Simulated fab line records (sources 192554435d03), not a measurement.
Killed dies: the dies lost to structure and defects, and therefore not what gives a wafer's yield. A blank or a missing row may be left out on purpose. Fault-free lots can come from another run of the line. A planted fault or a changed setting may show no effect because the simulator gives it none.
Split-lot experiment	flow n5 finfet	21 wafers read across 7 lots, on a route 1938 steps long

THE SPLIT
At N5_WELL_APT_COAT_19 (resist thk 950 nm), the setting spin rpm was moved away from the recipe's 1357 rpm on 8 of the 21 wafers read, by +3.7% to +7.7%. All remaining wafers had this setting at the recipe value.

Reading taken at the split's own step.

THE READING
coat_of_WELL_APT_COAT_19.thk nm (the simulator's own value, which no gauge read), in nm, at N5_WELL_APT_COAT_19 (resist thk 950 nm). The file gives no usual value for it. Here, 13 wafers ran the recipe; their average is 951.0 nm with a standard deviation of 2.8 nm.

wafer	tool, chamber at the split	spin rpm as run, rpm	against the recipe	coat_of_WELL_APT_COAT_19.thk nm, nm	against lot-mates on the recipe
L078.1	litho track-05, 0	1415	+4.3%	929.1	-17.8
L078.4	litho track-05, 0	1415	+4.3%	930.2	-16.7
L078.5	litho track-05, 0	1357	recipe	946.9	-
L081.4	litho track-05, 0	1357	recipe	953.2	-
L081.5	litho track-05, 0	1407	+3.7%	935.5	-19.4
L081.6	litho track-05, 0	1357	recipe	956.6	-
L082.1	litho track-04, 0	1357	recipe	948	-
L082.2	litho track-04, 0	1357	recipe	949.5	-
L082.6	litho track-04, 0	1357	recipe	949.9	-
L085.2	litho track-03, 0	1357	recipe	947.6	-
L085.5	litho track-03, 0	1434	+5.7%	923.1	-25.1
L085.6	litho track-03, 0	1357	recipe	948.8	-
L090.1	litho track-04, 0	1357	recipe	952	-
L090.3	litho track-04, 0	1357	recipe	951.1	-
L090.5	litho track-04, 0	1357	recipe	953.2	-
L091.3	litho track-05, 0	1461	+7.7%	915.8	-38.6
L091.4	litho track-05, 0	1461	+7.7%	914.6	-39.8
L091.6	litho track-05, 0	1357	recipe	954.4	-
L094.1	litho track-05, 0	1357	recipe	951.3	-
L094.2	litho track-05, 0	1451	+6.9%	921.5	-29.8
L094.4	litho track-05, 0	1451	+6.9%	919.3	-32.0

THE FIT
A straight line over all 21 wafers: coat_of_WELL_APT_COAT_19.thk nm changes by -4.62 nm for each +1% of spin rpm; r = -0.99; the points scatter about the line by 2.5 nm.
The same after taking each lot's own level away (the mean of its wafers on the recipe; 21 wafers): -4.73 nm for each +1%; r = -0.99; scatter 1.8 nm.
On that fit, the largest move of spin rpm shifts the reading by 36 nm.
From 946.90 to 954.90 nm: that is the span of the lots' own levels, equal to 2.9 times the standard deviation above.
Consequently the slope shifts little with the lot-to-lot level, the two slopes agreeing.
Check: for one of the wafers moved furthest among these (+7.7%), held out of the fit, the line's prediction against its lot-mates is -35.4 nm. Against them it came out at -38.6 nm.

THESE WAFERS: OTHER SPLITS
Before the reading, these wafers also passed through other splits. Each is held against what the fit with the lots' levels taken away leaves over:
other split on the same wafers	wafers away from the commonest value	r with coat_of_WELL_APT_COAT_19.thk nm (lot level and that fit taken away)
N5_ZERO_LAYER_COAT_05 spin rpm	3	-0.47
N5_ZERO_LAYER_PEB_09 peb time s	as run: not given for these wafers	-
N5_WELL_APT_EXPOSE_05 dose mj	7	-0.25

THE FILE'S OWN FIT
coat_of_WELL_APT_COAT_19.thk nm changes by -4.7 nm for each +1% of spin rpm, r = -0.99.
